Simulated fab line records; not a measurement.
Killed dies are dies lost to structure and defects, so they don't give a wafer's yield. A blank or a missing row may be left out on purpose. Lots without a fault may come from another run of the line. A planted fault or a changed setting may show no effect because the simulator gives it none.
fab line records | flow n5_finfet | part 1 of 2: steps 1 to 4 of 6
record lots=20 | wafers=60 | last_day=17
route steps=1938 shown BEOL_M7@1279 BEOL_M8@1348
lots untouched by any fault: they come from a run of this same line in which no faults occurred
start_h: start of the lot's first displayed wafer, in hours after the record's first day | wait_h: hours from the lot's prior step to this one | " repeats the value in the row above | L1.1+2: a single row standing in for several wafers | - no value, or no start given | * or withheld: withheld | < > ~ a bound
route shown NAME@n: names a module that has steps shown in the file, with the first one's number in the route | usual: mean and standard deviation over wafers with no fault | same: alike in all rows | chamber/n: place in a boat | sites: the reading at each site | _std_site: standard deviation of those values | _edge_site: inner sites' mean taken away from outer sites' mean | radius_mm: for every site, how far away it sits from the centre of the wafer | mask NAME#n: copy n | behind: the last tool/chamber to shape the wafer | hold: the reason the lot was held/the length of the hold in hours/how it ended | device: the transistor (n, p or np) that didn't switch | end of line: at the end of the route, the tests of the same wafers | a step without rows: its recipe alone | killed: dies lost to structure and defects at the first sort, not the wafer's yield | map: dies across one wafer; x = killed, . = not, _ = none there
set.NAME: the setting the step ran with; set.NAME@STEP: the setting that earlier step ran with | model.NAME: the simulator's own value behind a step, which no gauge read
a sample of lots followed through the steps of the route, with each step as a table and each wafer as a row
services: when a tool's chamber went out of use (start_h, in hours from the record's first day, below 0 if earlier), for how many hours, and the reason
## steps
# step N5_BEOL_M7_DESCUM_16
# recipe chemistry=O2 | time_s=7.9 | source_power_w=50 | bias_power_w=20 | pressure_mtorr=20 | rf_frequency_hz=2.712e+07 | temp_c=40 | resist=CAR-ArF | o2_flow_sccm=225
# usual drypump_motor_current_A=5.91/0.27 | oes_product_au=0.77/0.082 | rf_vpp_V=243.1/1.1 | showerhead_plenum_p_Torr=2.10/0.056 | throttle_valve_pct=20.41/0.28
lot.wafer | tool        | chamber | start_h | wait_h | drypump_motor_current_A | oes_product_au | rf_hours_counter_h | rf_vpp_V | showerhead_plenum_p_Torr | throttle_valve_pct
L074.3    | rie_diel-06 | 3       | 183.70  | 0.2    | 5.81                    | 0.71           | 215                | 241.7    | 2.09                     | 20.81
L074.4    | "           | 0       | "       | "      | 5.80                    | 0.71           | 173                | 245.5    | 2.20                     | 20.66
L074.5    | "           | 3       | "       | "      | 5.79                    | 0.71           | -                  | 242.6    | 2.09                     | 20.82
L075.2    | rie_diel-02 | 0       | 189.38  | 0.0    | 5.50                    | 0.93           | 20                 | 242.0    | 2.04                     | 20.17
L075.4    | "           | 2       | "       | "      | 5.95                    | 0.74           | 169                | 243.2    | 2.10                     | 20.25
L075.6    | "           | 2       | "       | "      | 5.95                    | 0.74           | -                  | 242.6    | 2.11                     | 20.28
L077.1    | rie_diel-06 | 0       | 198.67  | 0.0    | 5.77                    | 0.70           | 178                | 243.7    | 2.20                     | 20.68
L077.2    | "           | 3       | "       | "      | 5.79                    | 0.70           | 219                | 242.2    | 2.08                     | 20.82
L077.5    | "           | 3       | "       | "      | 5.78                    | 0.70           | -                  | 243.9    | 2.08                     | 20.83
L076.2    | rie_diel-03 | 3       | 202.30  | 0.2    | 5.82                    | 0.70           | 231                | 243.9    | 2.16                     | 20.44
L076.5    | "           | 2       | "       | "      | 6.03                    | 0.80           | -                  | 244.1    | 2.09                     | 20.25
L076.6    | "           | 1       | "       | "      | 5.51                    | 0.69           | -                  | 242.6    | 2.06                     | 20.68
L080.1    | rie_diel-06 | 3       | 210.98  | 0.2    | 5.79                    | 0.70           | 223                | 242.9    | 2.08                     | 20.84
L080.3    | "           | 0       | "       | "      | 5.78                    | 0.70           | 182                | 242.6    | 2.20                     | 20.69
L080.5    | "           | 2       | "       | "      | 6.03                    | 0.71           | -                  | 241.8    | 2.09                     | 20.62
L082.1    | rie_diel-03 | 1       | 235.34  | 0.0    | 5.50                    | 0.69           | 221                | 242.9    | 2.05                     | 20.69
L082.2    | "           | 0       | "       | "      | 5.72                    | 0.74           | 183                | 241.2    | 2.00                     | 20.59
L082.6    | "           | 0       | "       | "      | 5.77                    | 0.74           | -                  | 242.0    | 2.00                     | 20.58
L084.2    | rie_diel-06 | 1       | 254.72  | 0.0    | 6.44                    | 0.83           | 76                 | 243.8    | 2.11                     | 20.13
L084.3    | "           | 2       | "       | "      | 6.04                    | 0.69           | 220                | 241.6    | 2.08                     | 20.63
L084.6    | "           | 3       | "       | "      | 5.77                    | 0.69           | -                  | 242.8    | 2.08                     | 20.84
L085.1    | rie_diel-02 | 3       | 255.27  | 0.1    | 6.13                    | 0.88           | 33                 | 241.9    | 2.05                     | 20.17
L085.3    | "           | 2       | "       | "      | 5.95                    | 0.72           | 190                | 243.8    | 2.10                     | 20.30
L085.6    | "           | 0       | "       | "      | 5.49                    | 0.88           | -                  | 241.8    | 2.03                     | 20.21
L086.1    | rie_diel-02 | 0       | 259.09  | 0.0    | 5.50                    | 0.88           | 42                 | 242.8    | 2.03                     | 20.20
L086.2    | "           | 1       | "       | "      | 6.00                    | 0.80           | 88                 | 245.8    | 2.18                     | 20.04
L086.5    | "           | 1       | "       | "      | 5.97                    | 0.80           | -                  | 244.3    | 2.18                     | 20.06
L087.1    | rie_diel-03 | 1       | 266.65  | 0.2    | 5.50                    | 0.69           | 232                | 242.3    | 2.05                     | 20.69
L087.4    | "           | 2       | "       | "      | 6.03                    | 0.79           | -                  | 242.7    | 2.09                     | 20.27
L087.6    | "           | 0       | "       | "      | 5.75                    | 0.74           | -                  | 241.3    | 2.00                     | 20.58
L089.2    | rie_diel-02 | 2       | 269.93  | 0.0    | 5.98                    | 0.71           | 195                | 243.3    | 2.10                     | 20.30
L089.5    | "           | 2       | "       | "      | 5.95                    | 0.71           | -                  | 242.1    | 2.10                     | 20.31
L089.6    | "           | 1       | "       | "      | 5.97                    | 0.80           | -                  | 244.1    | 2.18                     | 20.05
L088.1    | rie_diel-06 | 0       | 276.99  | 0.0    | 5.77                    | 0.69           | 202                | 244.5    | 2.19                     | 20.69
L088.3    | "           | 3       | "       | "      | 5.77                    | 0.69           | 244                | 243.4    | 2.08                     | 20.87
L088.6    | "           | 1       | "       | "      | 6.50                    | 0.83           | -                  | 243.4    | 2.11                     | 20.14
L090.2    | rie_diel-06 | 1       | 284.08  | 0.0    | 6.49                    | 0.84           | 84                 | 242.4    | 2.11                     | 20.15
L090.5    | "           | 0       | "       | "      | 5.78                    | 0.69           | -                  | 243.5    | 2.19                     | 20.72
L090.6    | "           | 3       | "       | "      | 5.77                    | 0.68           | -                  | 242.7    | 2.07                     | 20.88
L091.4    | rie_diel-06 | 1       | 285.31  | 0.0    | 6.45                    | 0.83           | 85                 | 243.4    | 2.11                     | 20.14
L091.5    | "           | 1       | "       | "      | 6.49                    | 0.82           | -                  | 242.7    | 2.11                     | 20.15
L091.6    | "           | 2       | "       | "      | 6.01                    | 0.69           | -                  | 242.2    | 2.08                     | 20.66
L092.2    | rie_diel-03 | 3       | 303.18  | 0.3    | 5.82                    | 0.94           | 4                  | 242.7    | 2.16                     | 20.00
L092.3    | "           | 0       | "       | "      | 5.75                    | 0.73           | 199                | 242.1    | 2.00                     | 20.61
L092.5    | "           | 3       | "       | "      | 5.83                    | 0.94           | -                  | 245.3    | 2.16                     | 19.99
L093.3    | rie_diel-02 | 0       | 304.51  | 0.0    | 5.51                    | 0.85           | 56                 | 244.4    | 2.03                     | 20.24
L093.5    | "           | 1       | "       | "      | 5.97                    | 0.79           | -                  | 244.9    | 2.17                     | 20.07
L093.6    | "           | 2       | "       | "      | 5.94                    | 0.71           | -                  | 241.5    | 2.09                     | 20.34
L094.1    | rie_diel-03 | 2       | 307.67  | 0.3    | 6.05                    | 0.77           | 126                | 244.2    | 2.08                     | 20.29
L094.3    | "           | 1       | "       | "      | 5.46                    | 0.68           | 246                | 243.0    | 2.04                     | 20.72
L094.5    | "           | 2       | "       | "      | 6.04                    | 0.77           | -                  | 244.8    | 2.08                     | 20.29
L095.3    | rie_diel-03 | 2       | 325.73  | 0.1    | 6.03                    | 0.76           | 130                | 242.4    | 2.08                     | 20.31
L095.4    | "           | 2       | "       | "      | 6.03                    | 0.77           | -                  | 242.6    | 2.08                     | 20.31
L095.5    | "           | 3       | "       | "      | 5.81                    | 0.92           | -                  | 244.1    | 2.15                     | 20.00
L096.3    | rie_diel-06 | 0       | 325.96  | 0.0    | 5.78                    | 0.68           | 219                | 243.0    | 2.18                     | 20.73
L096.5    | "           | 1       | "       | "      | 6.48                    | 0.82           | -                  | 243.9    | 2.11                     | 20.17
L096.6    | "           | 2       | "       | "      | 6.00                    | 0.68           | -                  | 243.4    | 2.07                     | 20.66
L097.1    | rie_diel-06 | 0       | 327.99  | 0.3    | 5.79                    | 0.68           | 220                | 244.8    | 2.18                     | 20.73
L097.2    | "           | 2       | "       | "      | 6.01                    | 0.67           | 244                | 243.0    | 2.07                     | 20.69
L097.6    | "           | 2       | "       | "      | 6.02                    | 0.68           | -                  | 242.2    | 2.07                     | 20.70
# step N5_BEOL_M7_HM_OPEN_17
# recipe chemistry=Cl2/BCl3 | target_depth_a=200 | overetch_a=60 | target=TiN | mask_material=SOC | ion_energy_ev=150 | pressure_mtorr=10 | icp_w=1000 | bias_w=126 | Cl2_flow_sccm=53.25 | bcl3_flow_sccm=21.75 | Ar_flow_sccm=25
# usual drypump_motor_current_A=5.6/0.42 | he_backside_leak_sccm=3.48/0.2 | mfc_ar_sccm=25.00/0.064 | oes_product_au=0.67/0.05 | throttle_valve_pct=22.06/0.15
lot.wafer | tool         | chamber | start_h | wait_h | drypump_motor_current_A | he_backside_leak_sccm | mfc_ar_sccm | oes_product_au | rf_hours_counter_h | throttle_valve_pct
L074.3    | rie_metal-03 | 0       | 184.00  | 0.1    | 5.2                     | 3.20                  | 25.07       | 0.74           | -                  | 22.10
L074.4    | "            | 1       | "       | "      | 5.7                     | 3.52                  | 24.97       | 0.64           | -                  | 22.17
L074.5    | "            | 0       | "       | "      | 5.2                     | 3.33                  | 24.97       | 0.75           | -                  | 22.09
L075.2    | rie_metal-02 | 1       | 189.69  | 0.1    | 5.1                     | 3.76                  | 25.01       | 0.65           | -                  | 21.94
L075.4    | "            | 1       | "       | "      | 5.1                     | 3.77                  | 24.91       | 0.65           | -                  | 21.96
L075.6    | "            | 1       | "       | "      | 5.1                     | 3.79                  | 25.02       | 0.65           | -                  | 21.95
L077.1    | rie_metal-02 | 1       | 198.95  | 0.0    | 5.1                     | 3.52                  | 24.99       | 0.65           | 47                 | 21.96
L077.2    | "            | 0       | "       | "      | 6.2                     | 3.15                  | 24.90       | 0.64           | 63                 | 22.30
L077.5    | "            | 0       | "       | "      | 6.2                     | 3.30                  | 24.88       | 0.63           | -                  | 22.31
L076.2    | rie_metal-01 | 1       | 202.58  | 0.0    | 5.2                     | 3.32                  | 24.95       | 0.78           | 4                  | 21.93
L076.5    | "            | 1       | "       | "      | 5.2                     | 3.48                  | 24.84       | 0.78           | -                  | 21.95
L076.6    | "            | 0       | "       | "      | 5.9                     | 3.53                  | 24.92       | 0.67           | -                  | 21.88
L080.1    | rie_metal-01 | 0       | 211.26  | 0.0    | 5.9                     | 3.62                  | 24.96       | 0.68           | 40                 | 21.90
L080.3    | "            | 1       | "       | "      | 5.2                     | 3.23                  | 24.96       | 0.77           | -                  | 21.94
L080.5    | "            | 1       | "       | "      | 5.2                     | 3.32                  | 24.93       | 0.77           | -                  | 21.95
L082.1    | rie_metal-03 | 0       | 235.62  | 0.0    | 5.2                     | 3.29                  | 25.04       | 0.73           | 16                 | 22.09
L082.2    | "            | 1       | "       | "      | 5.7                     | 3.42                  | 25.10       | 0.64           | 44                 | 22.19
L082.6    | "            | 0       | "       | "      | 5.2                     | 3.17                  | 24.96       | 0.72           | -                  | 22.09
L084.2    | rie_metal-02 | 0       | 255.00  | 0.0    | 6.2                     | 3.34                  | 24.98       | 0.62           | 69                 | 22.32
L084.3    | "            | 1       | "       | "      | 5.1                     | 3.55                  | 24.96       | 0.64           | -                  | 21.97
L084.6    | "            | 0       | "       | "      | 6.2                     | 3.37                  | 24.96       | 0.61           | -                  | 22.33
L085.1    | rie_metal-01 | 1       | 255.55  | 0.0    | 5.2                     | 3.29                  | 25.00       | 0.75           | 9                  | 21.95
L085.3    | "            | 0       | "       | "      | 5.9                     | 3.67                  | 25.00       | 0.66           | -                  | 21.90
L085.6    | "            | 1       | "       | "      | 5.2                     | 3.51                  | 25.12       | 0.74           | -                  | 21.97
L086.1    | rie_metal-01 | 1       | 259.37  | 0.0    | 5.2                     | 3.51                  | 24.99       | 0.74           | 10                 | 21.95
L086.2    | "            | 0       | "       | "      | 5.9                     | 3.66                  | 25.10       | 0.65           | 45                 | 21.90
L086.5    | "            | 0       | "       | "      | 5.9                     | 3.64                  | 25.01       | 0.66           | -                  | 21.90
L087.1    | rie_metal-02 | 0       | 266.93  | 0.0    | 6.2                     | 3.31                  | 25.09       | 0.62           | 70                 | 22.32
L087.4    | "            | 0       | "       | "      | 6.2                     | 3.33                  | 24.98       | 0.62           | -                  | 22.32
L087.6    | "            | 1       | "       | "      | 5.2                     | 3.54                  | 24.97       | 0.63           | -                  | 21.98
L089.2    | rie_metal-03 | 1       | 270.20  | 0.0    | 5.7                     | 3.64                  | 24.95       | 0.64           | 46                 | 22.15
L089.5    | "            | 0       | "       | "      | 5.2                     | 3.22                  | 25.07       | 0.72           | -                  | 22.11
L089.6    | "            | 1       | "       | "      | 5.7                     | 3.67                  | 24.99       | 0.64           | -                  | 22.17
L088.1    | rie_metal-02 | 1       | 277.27  | 0.0    | 5.2                     | 3.41                  | 25.06       | 0.64           | 55                 | 21.96
L088.3    | "            | 0       | "       | "      | 6.2                     | 3.36                  | 24.99       | 0.62           | -                  | 22.33
L088.6    | "            | 0       | "       | "      | 6.2                     | 3.20                  | 25.04       | 0.62           | -                  | 22.32
L090.2    | rie_metal-03 | 1       | 284.36  | 0.0    | 5.7                     | 3.43                  | 25.06       | 0.63           | 47                 | 22.16
L090.5    | "            | 1       | "       | "      | 5.7                     | 3.49                  | 24.97       | 0.64           | -                  | 22.18
L090.6    | "            | 0       | "       | "      | 5.2                     | 3.39                  | 25.07       | 0.73           | -                  | 22.11
L091.4    | rie_metal-02 | 0       | 285.62  | 0.1    | 6.2                     | 3.44                  | 25.02       | 0.62           | -                  | 22.33
L091.5    | "            | 0       | "       | "      | 6.2                     | 3.44                  | 25.07       | 0.62           | -                  | 22.32
L091.6    | "            | 1       | "       | "      | 5.1                     | 3.52                  | 24.93       | 0.63           | -                  | 21.97
L092.2    | rie_metal-02 | 1       | 303.46  | 0.0    | 5.2                     | 3.56                  | 25.02       | 0.63           | 58                 | 21.99
L092.3    | "            | 1       | "       | "      | 5.1                     | 3.85                  | 24.97       | 0.63           | -                  | 21.99
L092.5    | "            | 0       | "       | "      | 6.2                     | 3.31                  | 24.88       | 0.61           | -                  | 22.33
L093.3    | rie_metal-01 | 0       | 304.82  | 0.1    | 5.9                     | 3.83                  | 24.98       | 0.65           | -                  | 21.90
L093.5    | "            | 0       | "       | "      | 5.9                     | 3.79                  | 24.97       | 0.65           | -                  | 21.92
L093.6    | "            | 1       | "       | "      | 5.2                     | 3.35                  | 25.00       | 0.73           | -                  | 21.96
L094.1    | rie_metal-02 | 1       | 307.95  | 0.0    | 5.2                     | 3.86                  | 24.95       | 0.64           | 58                 | 21.98
L094.3    | "            | 1       | "       | "      | 5.2                     | 3.52                  | 24.96       | 0.62           | -                  | 21.98
L094.5    | "            | 1       | "       | "      | 5.2                     | 3.50                  | 24.96       | 0.63           | -                  | 22.00
L095.3    | rie_metal-01 | 1       | 326.04  | 0.1    | 5.2                     | 3.36                  | 24.93       | 0.73           | -                  | 21.95
L095.4    | "            | 0       | "       | "      | 5.9                     | 3.72                  | 24.94       | 0.65           | -                  | 21.90
L095.5    | "            | 0       | "       | "      | 5.9                     | 3.84                  | 24.90       | 0.65           | -                  | 21.90
L096.3    | rie_metal-02 | 0       | 326.27  | 0.1    | 6.2                     | 3.44                  | 25.15       | 0.60           | -                  | 22.37
L096.5    | "            | 1       | "       | "      | 5.1                     | 3.73                  | 25.08       | 0.62           | -                  | 22.01
L096.6    | "            | 0       | "       | "      | 6.2                     | 3.21                  | 25.08       | 0.60           | -                  | 22.34
L097.1    | rie_metal-03 | 1       | 328.27  | 0.0    | 5.7                     | 3.71                  | 24.96       | 0.63           | 51                 | 22.20
L097.2    | "            | 0       | "       | "      | 5.2                     | 3.08                  | 24.95       | 0.71           | 23                 | 22.11
L097.6    | "            | 1       | "       | "      | 5.6                     | 3.64                  | 24.94       | 0.63           | -                  | 22.17
# step N5_BEOL_M7_STRIP_80
# recipe chemistry=N2/H2 | time_s=10 | power_w=450 | temp_c=40 | pressure_mtorr=20 | rf_frequency_hz=6e+07 | bias_power_w=7 | n2_flow_sccm=200 | h2_flow_sccm=200
# usual drypump_motor_current_A=5.91/0.27 | oes_product_au=0.76/0.076 | rf_vpp_V=59.2/0.87 | showerhead_plenum_p_Torr=2.54/0.076 | throttle_valve_pct=23.57/0.27
lot.wafer | tool        | chamber | start_h | wait_h | drypump_motor_current_A | oes_product_au | rf_hours_counter_h | rf_vpp_V | showerhead_plenum_p_Torr | throttle_valve_pct
L074.3    | rie_diel-03 | 2       | -       | -      | 6.05                    | 0.80           | 86                 | 58.8     | 2.58                     | 23.73
L074.4    | "           | 3       | "       | "      | 5.84                    | 0.70           | 225                | 59.3     | 2.62                     | 23.53
L074.5    | "           | 0       | "       | "      | 5.73                    | 0.76           | -                  | 59.8     | 2.42                     | 23.55
L075.2    | rie_diel-03 | 3       | -       | -      | 5.84                    | 0.71           | 227                | 59.9     | 2.62                     | 23.53
L075.4    | "           | 2       | "       | "      | 6.04                    | 0.80           | 87                 | 58.1     | 2.58                     | 23.74
L075.6    | "           | 3       | "       | "      | 5.83                    | 0.71           | -                  | 59.4     | 2.62                     | 23.52
L077.1    | rie_diel-03 | 1       | -       | -      | 5.49                    | 0.70           | 210                | 60.1     | 2.51                     | 23.85
L077.2    | "           | 2       | "       | "      | 6.06                    | 0.80           | 90                 | 58.5     | 2.58                     | 23.73
L077.5    | "           | 3       | "       | "      | 5.83                    | 0.70           | -                  | 59.0     | 2.62                     | 23.55
L076.2    | rie_diel-02 | 2       | -       | -      | 5.92                    | 0.74           | 175                | 60.0     | 2.53                     | 23.44
L076.5    | "           | 3       | "       | "      | 6.16                    | 0.92           | -                  | 60.2     | 2.51                     | 23.77
L076.6    | "           | 0       | "       | "      | 5.53                    | 0.92           | -                  | 60.0     | 2.47                     | 23.52
L080.1    | rie_diel-03 | 2       | -       | -      | 6.06                    | 0.79           | 95                 | 59.1     | 2.57                     | 23.74
L080.3    | "           | 1       | "       | "      | 5.49                    | 0.69           | 215                | 59.6     | 2.51                     | 23.87
L080.5    | "           | 2       | "       | "      | 6.06                    | 0.80           | -                  | 58.4     | 2.57                     | 23.73
L082.1    | rie_diel-02 | 2       | -       | -      | 5.98                    | 0.72           | 185                | 59.5     | 2.53                     | 23.47
L082.2    | "           | 3       | "       | "      | 6.13                    | 0.89           | 28                 | 58.9     | 2.50                     | 23.79
L082.6    | "           | 2       | "       | "      | 5.99                    | 0.72           | -                  | 58.1     | 2.53                     | 23.45
L084.2    | rie_diel-02 | 3       | -       | -      | 6.15                    | 0.87           | 33                 | 58.9     | 2.50                     | 23.79
L084.3    | "           | 1       | "       | "      | 5.97                    | 0.80           | 87                 | 59.8     | 2.67                     | 23.17
L084.6    | "           | 1       | "       | "      | 6.00                    | 0.80           | -                  | 58.9     | 2.66                     | 23.17
L085.1    | rie_diel-06 | 3       | -       | -      | 5.78                    | 0.69           | 238                | 58.6     | 2.50                     | 23.81
L085.3    | "           | 1       | "       | "      | 6.51                    | 0.84           | 77                 | 59.5     | 2.55                     | 23.27
L085.6    | "           | 0       | "       | "      | 5.81                    | 0.69           | -                  | 59.5     | 2.66                     | 23.92
L086.1    | rie_diel-03 | 3       | -       | -      | 5.83                    | 0.69           | 249                | 60.7     | 2.61                     | 23.55
L086.2    | "           | 0       | "       | "      | 5.75                    | 0.74           | 185                | 58.3     | 2.41                     | 23.56
L086.5    | "           | 2       | "       | "      | 6.06                    | 0.78           | -                  | 59.4     | 2.57                     | 23.78
L087.1    | rie_diel-06 | 1       | -       | -      | 6.46                    | 0.83           | 81                 | 59.1     | 2.54                     | 23.28
L087.4    | "           | 3       | "       | "      | 5.76                    | 0.69           | 242                | 58.2     | 2.50                     | 23.80
L087.6    | "           | 1       | "       | "      | 6.49                    | 0.83           | -                  | 59.3     | 2.54                     | 23.26
L089.2    | rie_diel-03 | 1       | -       | -      | 5.49                    | 0.68           | 234                | 59.5     | 2.50                     | 23.89
L089.5    | "           | 0       | "       | "      | 5.72                    | 0.74           | -                  | 58.8     | 2.41                     | 23.57
L089.6    | "           | 1       | "       | "      | 5.45                    | 0.68           | -                  | 59.9     | 2.50                     | 23.89
L088.1    | rie_diel-06 | 2       | -       | -      | 6.03                    | 0.69           | 227                | 57.3     | 2.47                     | 23.12
L088.3    | "           | 1       | "       | "      | 6.47                    | 0.83           | 84                 | 59.3     | 2.54                     | 23.26
L088.6    | "           | 0       | "       | "      | 5.79                    | 0.69           | -                  | 59.2     | 2.66                     | 23.95
L090.2    | rie_diel-03 | 2       | -       | -      | 6.03                    | 0.77           | 120                | 58.7     | 2.56                     | 23.77
L090.5    | "           | 1       | "       | "      | 5.49                    | 0.68           | -                  | 60.3     | 2.50                     | 23.89
L090.6    | "           | 0       | "       | "      | 5.75                    | 0.74           | -                  | 57.7     | 2.41                     | 23.57
L091.4    | rie_diel-06 | 2       | -       | -      | 6.04                    | 0.68           | 229                | 59.0     | 2.47                     | 23.12
L091.5    | "           | 1       | "       | "      | 6.49                    | 0.82           | -                  | 59.3     | 2.54                     | 23.26
L091.6    | "           | 2       | "       | "      | 6.05                    | 0.68           | -                  | 59.6     | 2.47                     | 23.11
L092.2    | rie_diel-03 | 1       | -       | -      | 5.49                    | 0.67           | 245                | 60.0     | 2.49                     | 23.90
L092.3    | "           | 2       | "       | "      | 6.05                    | 0.76           | 125                | 59.0     | 2.56                     | 23.78
L092.5    | "           | 0       | "       | "      | 5.73                    | 0.74           | -                  | 59.8     | 2.40                     | 23.56
L093.3    | rie_diel-06 | 1       | -       | -      | 6.50                    | 0.82           | 92                 | 59.6     | 2.54                     | 23.27
L093.5    | "           | 1       | "       | "      | 6.49                    | 0.82           | -                  | 58.1     | 2.54                     | 23.29
L093.6    | "           | 2       | "       | "      | 6.04                    | 0.68           | -                  | 59.5     | 2.47                     | 23.13
L094.1    | rie_diel-06 | 2       | -       | -      | 6.01                    | 0.68           | 237                | 59.0     | 2.47                     | 23.12
L094.3    | "           | 0       | "       | "      | 5.79                    | 0.68           | 214                | 59.8     | 2.65                     | 23.95
L094.5    | "           | 1       | "       | "      | 6.50                    | 0.82           | -                  | 57.9     | 2.54                     | 23.30
L095.3    | rie_diel-02 | 2       | -       | -      | 5.95                    | 0.70           | 214                | 57.7     | 2.52                     | 23.50
L095.4    | "           | 1       | "       | "      | 6.00                    | 0.79           | 110                | 60.9     | 2.66                     | 23.20
L095.5    | "           | 3       | "       | "      | 6.13                    | 0.83           | -                  | 58.1     | 2.49                     | 23.82
L096.3    | rie_diel-03 | 0       | -       | -      | 5.74                    | 0.73           | 207                | 59.4     | 2.40                     | 23.59
L096.5    | "           | 3       | "       | "      | 5.84                    | 0.92           | -                  | 59.0     | 2.60                     | 23.05
L096.6    | "           | 2       | "       | "      | 6.06                    | 0.77           | -                  | 59.0     | 2.56                     | 23.81
L097.1    | rie_diel-03 | 2       | -       | -      | 6.06                    | 0.77           | 132                | 60.6     | 2.56                     | 23.79
L097.2    | "           | 0       | "       | "      | 5.73                    | 0.72           | 208                | 58.3     | 2.40                     | 23.59
L097.6    | "           | 0       | "       | "      | 5.73                    | 0.72           | -                  | 59.6     | 2.40                     | 23.59
# step N5_BEOL_M7_ANNEAL_51
# recipe temp_c=225 | time_s=90 | ambient=N2
# usual anneal_temp_c=225.05/0.16 | wafer_temp_C_max=225.9/0.34
lot.wafer | tool          | chamber | start_h | wait_h | anneal_temp_c | wafer_temp_C_max
L074.3    | rtp_anneal-01 | 0       | 187.78  | 0.2    | 224.97        | 225.5
L074.4    | "             | 0       | "       | "      | 224.80        | 225.5
L074.5    | "             | 0       | "       | "      | 224.88        | 225.0
L075.2    | rtp_anneal-01 | 0       | 194.48  | 0.6    | 225.26        | 225.7
L075.4    | "             | 0       | "       | "      | 225.35        | 225.2
L075.6    | "             | 0       | "       | "      | 224.97        | 225.3
L077.1    | rtp_anneal-01 | 0       | 203.23  | 0.6    | 225.09        | 225.8
L077.2    | "             | 0       | "       | "      | 224.98        | 225.8
L077.5    | "             | 0       | "       | "      | 225.16        | 225.9
L076.2    | rtp_anneal-01 | 0       | 207.72  | 0.2    | 225.34        | 225.8
L076.5    | "             | 0       | "       | "      | 224.96        | 225.6
L076.6    | "             | 0       | "       | "      | 225.25        | 225.7
L080.1    | rtp_anneal-02 | 0       | 214.86  | 0.1    | 224.89        | 226.0
L080.3    | "             | 0       | "       | "      | 224.99        | 226.1
L080.5    | "             | 0       | "       | "      | 225.03        | 225.7
L082.1    | rtp_anneal-02 | 0       | 240.00  | 0.1    | 225.37        | 226.3
L082.2    | "             | 0       | "       | "      | 225.18        | 226.6
L082.6    | "             | 0       | "       | "      | 225.12        | 226.0
L084.2    | rtp_anneal-02 | 0       | 258.26  | 0.3    | 224.73        | 225.7
L084.3    | "             | 0       | "       | "      | 224.94        | 226.1
L084.6    | "             | 0       | "       | "      | 224.95        | 226.0
L085.1    | rtp_anneal-01 | 0       | 260.29  | 0.3    | 224.95        | 226.1
L085.3    | "             | 0       | "       | "      | 225.30        | 225.7
L085.6    | "             | 0       | "       | "      | 224.94        | 225.9
L086.1    | rtp_anneal-01 | 0       | 262.46  | 0.1    | 225.10        | 226.0
L086.2    | "             | 0       | "       | "      | 224.85        | 225.9
L086.5    | "             | 0       | "       | "      | 224.78        | 225.4
L087.1    | rtp_anneal-01 | 0       | 272.63  | 0.2    | 225.02        | 225.5
L087.4    | "             | 0       | "       | "      | 225.28        | 225.9
L087.6    | "             | 0       | "       | "      | 225.10        | 225.6
L089.2    | rtp_anneal-02 | 0       | 275.25  | 0.1    | 225.00        | 226.3
L089.5    | "             | 0       | "       | "      | 225.09        | 225.9
L089.6    | "             | 0       | "       | "      | 225.08        | 226.5
L088.1    | rtp_anneal-02 | 0       | 282.17  | 0.1    | 224.77        | 226.2
L088.3    | "             | 0       | "       | "      | 224.96        | 226.5
L088.6    | "             | 0       | "       | "      | 225.06        | 226.1
L090.2    | rtp_anneal-02 | 0       | 288.67  | 0.1    | 225.28        | 226.3
L090.5    | "             | 0       | "       | "      | 224.89        | 226.5
L090.6    | "             | 0       | "       | "      | 225.08        | 226.2
L091.4    | rtp_anneal-02 | 0       | 289.55  | 0.2    | 224.91        | 225.9
L091.5    | "             | 0       | "       | "      | 224.78        | 226.2
L091.6    | "             | 0       | "       | "      | 224.89        | 226.0
L092.2    | rtp_anneal-01 | 0       | 307.08  | 0.2    | 225.08        | 225.6
L092.3    | "             | 0       | "       | "      | 224.99        | 225.7
L092.5    | "             | 0       | "       | "      | 224.95        | 225.6
L093.3    | rtp_anneal-01 | 0       | 308.25  | 0.1    | 224.95        | 225.8
L093.5    | "             | 0       | "       | "      | 224.83        | 225.6
L093.6    | "             | 0       | "       | "      | 224.76        | 225.5
L094.1    | rtp_anneal-02 | 0       | 311.85  | 0.1    | 224.93        | 226.5
L094.3    | "             | 0       | "       | "      | 225.00        | 226.1
L094.5    | "             | 0       | "       | "      | 224.84        | 226.2
L095.3    | rtp_anneal-01 | 0       | 330.69  | 0.1    | 225.02        | 225.9
L095.4    | "             | 0       | "       | "      | 225.16        | 225.8
L095.5    | "             | 0       | "       | "      | 225.29        | 225.5
L096.3    | rtp_anneal-02 | 0       | 331.81  | 0.1    | 225.35        | 226.0
L096.5    | "             | 0       | "       | "      | 225.26        | 226.4
L096.6    | "             | 0       | "       | "      | 225.23        | 226.2
L097.1    | rtp_anneal-02 | 0       | 332.44  | 0.1    | 224.93        | 226.5
L097.2    | "             | 0       | "       | "      | 224.92        | 226.5
L097.6    | "             | 0       | "       | "      | 224.93        | 226.5
